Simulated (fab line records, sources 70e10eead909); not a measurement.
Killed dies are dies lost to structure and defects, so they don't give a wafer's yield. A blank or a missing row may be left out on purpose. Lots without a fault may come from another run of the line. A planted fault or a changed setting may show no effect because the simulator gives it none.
Chamber matching | flow nand_harc | NHARC_A_WL_FILL_ALD_19 on ald_metal-02: 4 sister chambers
The step deposits TiN, target thk 2 nm, pulse time 3 s, ald cycles 100. 24 wafers are shown with their chamber, then 12 later ones without.

WAFERS WITH THEIR CHAMBER
wafer  | chamber | heater_power_w (W) | precursor_pulse_height_rel
L075.1 | 3       | 1045               | 0.989
L075.2 | 0       | 1098               | 1.035
L075.3 | 2       | 1056               | 1.032
L075.4 | 1       | 1162               | 0.966
L075.5 | 0       | 1055               | 1.052
L075.6 | 1       | 1152               | 1.002
L076.1 | 2       | 1061               | 0.967
L076.4 | 0       | 1095               | 0.978
L076.5 | 0       | 1061               | 1.021
L081.1 | 3       | 1021               | 1.000
L081.3 | 0       | 1073               | 1.023
L081.4 | 2       | 1143               | 1.016
L085.3 | 2       | 1145               | 1.015
L085.4 | 0       | 1050               | 0.997
L085.5 | 3       | 1029               | 0.976
L083.1 | 2       | 1119               | 0.989
L083.3 | 0       | 1060               | 0.985
L083.6 | 2       | 1143               | 1.047
L086.1 | 2       | 1135               | 1.018
L086.4 | 1       | 1169               | 1.018
L086.6 | 1       | 1135               | 1.013
L090.1 | 0       | 1066               | 1.022
L090.2 | 3       | 1022               | 1.014
L090.4 | 2       | 1134               | 1.018

SIGNATURES (means of the wafers above)
reading                    | chamber 0 | chamber 1 | chamber 2 | chamber 3 | scatter within a chamber
heater_power_w             | 1069.75   | 1154.50   | 1117.00   | 1029.25   | 25.4
precursor_pulse_height_rel | 1.01412   | 0.99975   | 1.01275   | 0.99475   | 0.0237
Rule: a wafer's distance from a chamber is the root of the sum, over the readings, of the square of ((its reading less the chamber's mean) divided by the reading's scatter). The wafer belongs to the nearest chamber; if the next one is less than 2 further off, it can't be placed. The scatter: the root of (the sum of the squares of (reading less its chamber's mean) over the shown wafers, divided by (wafers less chambers)).

WAFERS WITHOUT THEIR CHAMBER
wafer  | heater_power_w (W) | precursor_pulse_height_rel
L092.1 | 1146               | 0.989
L092.5 | 1033               | 0.987
L092.6 | 1086               | 1.021
L093.1 | 1059               | 0.995
L093.2 | 1039               | 0.996
L093.3 | 1134               | 1.016
L096.2 | 1125               | 0.992
L096.4 | 1111               | 1.006
L096.5 | 1177               | 0.984
L097.1 | 1154               | 1.009
L097.3 | 1138               | 0.991
L097.6 | 1139               | 0.996

WHICH CHAMBER EACH WENT THROUGH
wafer  | from the rows above          | in truth
L092.1 | can't be placed: 1 or 2      | 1
L092.5 | can't be placed: 3 or 0      | 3
L092.6 | can't be placed: 0 or 2 or 3 | 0
L093.1 | can't be placed: 0 or 3 or 2 | 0
L093.2 | can't be placed: 3 or 0      | 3
L093.3 | can't be placed: 2 or 1 or 0 | 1
L096.2 | can't be placed: 2 or 1 or 0 | 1
L096.4 | can't be placed: 2 or 0 or 1 | 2
L096.5 | can't be placed: 1 or 2      | 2
L097.1 | can't be placed: 1 or 2      | 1
L097.3 | can't be placed: 1 or 2      | 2
L097.6 | can't be placed: 1 or 2      | 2
Placed correctly: 0 of 12. Can't be placed from these rows: 12 (the true chamber is among the candidates in 12). Placed wrongly: 0.
